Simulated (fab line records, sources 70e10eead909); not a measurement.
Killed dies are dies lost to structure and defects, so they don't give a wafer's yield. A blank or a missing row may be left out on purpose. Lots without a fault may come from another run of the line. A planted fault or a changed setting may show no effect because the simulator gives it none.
Which tool did it? | flow nand_harc | 11 lots, 33 wafers sampled, at 5 steps of a route of 1302

WHAT THE GAUGES READ, wafer by wafer
NHARC_END_SORT_01.
lot  | measured     | on        | killed_at_array
L926 | day 29 16:26 | prober-02 | 53 45 45
L928 | day 30 18:28 | prober-01 | 16 668 22

WHICH TOOL RAN EACH LOT (tool, then ch and the chambers of the sampled wafers, then the start)
lot  | NHARC_A_STAIRCASE_STRIP_446          | NHARC_A_STAIRCASE_ETCHBACK_157     | NHARC_A_STAIRCASE_STRIP_475                   | NHARC_A_SGD_CUT_ETCH_58
L914 | plasma_asher-01 ch 0,1, day 18 22:56 | rie_diel-07 ch 1,2, day 19 00:40   | rie_diel-07 ch 0,1,2, day 19 00:53            | rie_diel-10 ch 0,2,3, day 19 02:39
L918 | plasma_asher-01 ch 0,1, day 20 15:10 | rie_diel-07 ch 1,3, day 20 16:55   | rie_diel-07 ch 1,2, day 20 17:07              | rie_diel-11 ch 1,2, day 20 18:54
L922 | plasma_asher-01 ch 0,1, day 22 02:30 | rie_diel-04 ch 1,2,3, day 22 04:07 | rie_diel-04 ch 2,3, day 22 06:05 or earlier   | rie_diel-05 ch 0,1,3, day 22 06:05
L924 | plasma_asher-01 ch 0,1, day 23 07:38 | rie_diel-07 ch 0,2,3, day 23 09:26 | rie_diel-07 ch 0,1,2, day 23 12:23 or earlier | rie_diel-10 ch 0,2,3, day 23 12:23
L925 | plasma_asher-02 ch 0,1, day 23 10:34 | rie_diel-08 ch 0,2,3, day 23 12:16 | rie_diel-08 ch 1,2,3, day 23 14:22 or earlier | rie_diel-11 ch 0,1, day 23 14:22
L926 | plasma_asher-02 ch 0,1, day 24 05:49 | rie_diel-08 ch 0,1, day 24 07:25   | rie_diel-08 ch 0,1,3, day 24 09:20 or earlier | rie_diel-05 ch 2,3, day 24 09:20
L928 | plasma_asher-01 ch 1, day 25 02:07   | rie_diel-04 ch 0,2,3, day 25 03:49 | rie_diel-04 ch 0,2,3, day 25 05:47 or earlier | rie_diel-10 ch 0,2,3, day 25 05:47
L932 | plasma_asher-02 ch 0,1, day 25 14:22 | rie_diel-08 ch 0,1,3, day 25 16:04 | rie_diel-08 ch 0,2, day 25 18:16 or earlier   | rie_diel-11 ch 1,2, day 25 18:16
L935 | plasma_asher-01 ch 0,1, day 27 15:34 | rie_diel-08 ch 1,3, day 27 17:26   | rie_diel-08 ch 1,2, day 27 19:51 or earlier   | rie_diel-05 ch 0,3, day 27 19:51
L936 | plasma_asher-01 ch 0,1, day 28 16:35 | rie_diel-08 ch 0,2,3, day 28 18:13 | rie_diel-08 ch 2,3, day 28 22:47 or earlier   | rie_diel-10 ch 1,2,3, day 28 22:47
L937 | plasma_asher-02 ch 0,1, day 28 22:45 | rie_diel-07 ch 1,2,3, day 29 00:23 | rie_diel-07 ch 2,3, day 29 02:19 or earlier   | rie_diel-10 ch 0,1,2, day 29 02:19
- NHARC_A_STAIRCASE_STRIP_446: strips in O2.
- NHARC_A_STAIRCASE_ETCHBACK_157: etches the open film in CH3F/O2, target depth 90 nm, time 167.14 s.
- NHARC_A_STAIRCASE_STRIP_475: strips in O2, time 20 s.
- NHARC_A_SGD_CUT_ETCH_58: etches the open film in CF4, target depth 39 nm, time 65 s.

THE ANSWER, worked out from the rows above alone
Rule: what is usual is taken from the lots themselves. Put in order of their means at a reading, lots are off if they are a third of the lots or fewer, leave a main group of 4 or more, and stand apart from it by a gap of 3 or more times the standard deviation of the main group's means; of several such gaps the widest counts. A main group whose means are all the same, to the digits that the tables above print for the reading, isn't used. A lot without any number at a reading at which 4 lots or more have one is off too. The other lots that the step has rows for count as sound.
No lot is off at any reading shown: from this, nothing can be told.

WHAT THE SIMULATOR HAD PUT IN
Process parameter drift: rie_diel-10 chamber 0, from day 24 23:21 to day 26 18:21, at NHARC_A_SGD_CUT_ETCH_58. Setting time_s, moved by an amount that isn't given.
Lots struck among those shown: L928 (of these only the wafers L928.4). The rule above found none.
